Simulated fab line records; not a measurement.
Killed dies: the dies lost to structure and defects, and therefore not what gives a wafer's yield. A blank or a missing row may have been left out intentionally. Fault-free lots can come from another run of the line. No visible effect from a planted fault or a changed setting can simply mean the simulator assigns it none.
What tool caused it?    flow nandHarc    18 wafers from 6 lots sampled at 5 of the route's 1159 steps

== WHAT THE GAUGES READ, wafer by wafer ==
NHARC_P_GATE_INSPECT_68.
lot   measured      on                rawDefectCount
L278  day 6 23:28   defectInspect-02  186 192 170
L279  day 7 10:07   defectInspect-01  208 134 147
L281  day 7 16:58   defectInspect-01  223 247 137
L285  day 8 15:15   defectInspect-02  198 198 324
L287  day 9 04:28   defectInspect-01  1318 1388 1462
L290  day 10 00:26  defectInspect-01  138 282 143

== WHICH TOOL RAN EACH LOT (tool, then ch and the chambers of the sampled wafers, then the start) ==
lot   NHARC_P_GATE_PRECLEAN_99           NHARC_P_GATE_STRIP_75               NHARC_P_GATE_STRIP_76               NHARC_P_GATE_RTA_82
L278  wetBench-02 ch 2,5,7, day 6 15:55  plasmaAsher-02 ch 0,1, day 6 17:30  plasmaAsher-01 ch 1, day 6 19:26    rtpAnneal-01 ch 0, day 6 23:17
L279  wetBench-04 ch 0,4,5, day 7 02:40  plasmaAsher-02 ch 0,1, day 7 04:17  plasmaAsher-02 ch 0,1, day 7 05:55  rtpAnneal-02 ch 0, day 7 09:59
L281  wetBench-04 ch 2,3,5, day 7 09:32  plasmaAsher-01 ch 0,1, day 7 11:09  plasmaAsher-02 ch 0,1, day 7 12:53  rtpAnneal-01 ch 0, day 7 16:48
L285  wetBench-04 ch 0,3,7, day 8 07:52  plasmaAsher-02 ch 0,1, day 8 09:29  plasmaAsher-02 ch 0,1, day 8 11:08  rtpAnneal-01 ch 0, day 8 15:05
L287  wetBench-04 ch 1,3,6, day 8 21:16  plasmaAsher-01 ch 0,1, day 8 22:44  plasmaAsher-01 ch 0,1, day 9 00:28  rtpAnneal-02 ch 0, day 9 04:17
L290  wetBench-03 ch 3,4,5, day 9 17:01  plasmaAsher-01 ch 0,1, day 9 18:41  plasmaAsher-01 ch 0,1, day 9 20:16  rtpAnneal-01 ch 0, day 10 00:14
- NHARC_P_GATE_PRECLEAN_99: cleans in SC1.
- NHARC_P_GATE_STRIP_75: strips in O2.
- NHARC_P_GATE_STRIP_76: strips in O2.
- NHARC_P_GATE_RTA_82: time 30 s.

== THE ANSWER, worked out from the rows above alone ==
Rule: the usual values come from the lots themselves. Put in order of their means at a reading, lots are off if they are a third of the lots or fewer, leave a main group of 4 or more, and stand apart from it by a gap of 3 or more times the standard deviation of the main group's means; of several such gaps the widest counts. If all means in a main group match to the digits the tables above print for the reading, that group is not used. Also off: a lot with no number at a reading for which 4 or more lots have one. Where the step has rows for the other lots, those lots are counted as sound.
Off at NHARC_P_GATE_INSPECT_68 (rawDefectCount): L287. The main group has a mean of 195 with a standard deviation of 26.
A tool fits if, at a process step before that reading, it ran every lot that is off, and no sound lot after the first of them. The gauges at NHARC_P_GATE_INSPECT_68 are tried like those tools. 2 tools fit, wetBench-04 at NHARC_P_GATE_PRECLEAN_99 and rtpAnneal-02 at NHARC_P_GATE_RTA_82, so this cannot tell which one it is.

== WHAT HAD BEEN PUT IN BY THE SIMULATOR ==
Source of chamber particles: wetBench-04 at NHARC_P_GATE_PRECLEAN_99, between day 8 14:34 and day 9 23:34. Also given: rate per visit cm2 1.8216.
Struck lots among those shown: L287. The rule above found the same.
